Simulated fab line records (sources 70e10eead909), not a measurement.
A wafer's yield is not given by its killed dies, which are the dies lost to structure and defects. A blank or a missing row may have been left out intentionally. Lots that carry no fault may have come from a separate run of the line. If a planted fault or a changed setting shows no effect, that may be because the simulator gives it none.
Problem report, 8D (eight disciplines) form, completed by code    flow nand_harc    the parts of the form that need people (team, actions taken, sign-off) are left out

## 1. PROBLEM STATEMENT
thk_nm at NHARC_A_BONDPAD_THK_MEAS_30 reads a mean of 155.0 nm on 3 wafers of 2 lots; wafers without a fault read 200.1 nm with a standard deviation of 1.8. That is -25 standard deviations from the usual mean.
The step: measures by ellipsometry.
First observed at day 23 04:01: wafer L283.3, on film_metro-02. Wafers with a number at this step in the record: 34, from 12 lots. The rule behind "out" and "out of limits": a value lying over 4 standard deviations away from the usual mean. All remaining wafers that have a number are taken as sound.

## 2. WHAT IT IS; WHAT IT IS NOT
question                     is                            is not
which readings at this step  thk_nm                        -
which lots                   L283, L284                    L263, L264, L265, L266, L267, L268, L269, L270, L273, L285
which wafers of those lots   L283.3, L283.4, L284.4        L283.1
read on which gauges         film_metro-01, film_metro-02  -
when                         from day 23 04:01             up to then (28 sound wafers); but 3 sound wafers of L285 came after

## 3. WHAT RULES OUT EACH SUSPECT
Counting: a tool at a process step up to the reading stays a suspect if it ran every lot that is out. Sound lots after the first of them don't rule it out here, since some wafers of a struck lot are sound.
- the gauge at NHARC_A_BONDPAD_THK_MEAS_30: ruled out. 2 gauges (film_metro-01, film_metro-02) read the wafers that are out.
- pecvd-03 at NHARC_A_BONDPAD_DEP_00 (deposits SiCN, target thk 250 nm): kept. Ran every lot that is out, first one L283 (day 23 03:22); last sound lot up to then L273 (day 20 06:04).
- Within pecvd-03 at NHARC_A_BONDPAD_DEP_00: the wafers that are out ran in chamber 2; their sound lot-mates ran in chamber 1.
Left after counting: pecvd-03 at NHARC_A_BONDPAD_DEP_00.

## 4. THE CAUSE (what the simulator had put in)
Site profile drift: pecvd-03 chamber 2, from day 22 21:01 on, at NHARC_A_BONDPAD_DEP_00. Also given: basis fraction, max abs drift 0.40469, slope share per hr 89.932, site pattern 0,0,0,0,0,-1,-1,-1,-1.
Only this tool survived the counting.

## 5. SEQUENCE OF EFFECTS, ordered by route
One row per reading whose mean, taken over the struck wafers that have a number, lies over 3 standard deviations from the usual. Readings are gone through only where the record gives a usual standard deviation; hours: the median, over the lots, of the time from a lot's start at the first step in this table giving one to that lot's start at this step; sigmas: the change measured in usual standard deviations.
hours  step                         reading  usual     on struck wafers  change  sigmas
0      NHARC_A_BONDPAD_THK_MEAS_30  thk_nm   200.1 nm  155.0             -45.1   -25
At these later measuring or inspecting steps, every struck wafer for which the step has a row has a number for every such reading, and none has moved that far: NHARC_END_SORT_01.

## 6. HOW IT WOULD HAVE BEEN CAUGHT EARLIER
Counted from the fault's start at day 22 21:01, it took 7 hours until the first out-of-limits reading at a measuring or inspecting step in this record, taken at day 23 04:01.
Tool readings at NHARC_A_BONDPAD_DEP_00 with a usual standard deviation given in the record: none out on any struck wafer, hence no alarm at a limit of 4 standard deviations on them.
Among the 2 lots that are out, L284 began NHARC_A_BONDPAD_DEP_00 on pecvd-03 after day 23 04:01. Putting the tool on hold at that point would have spared it.
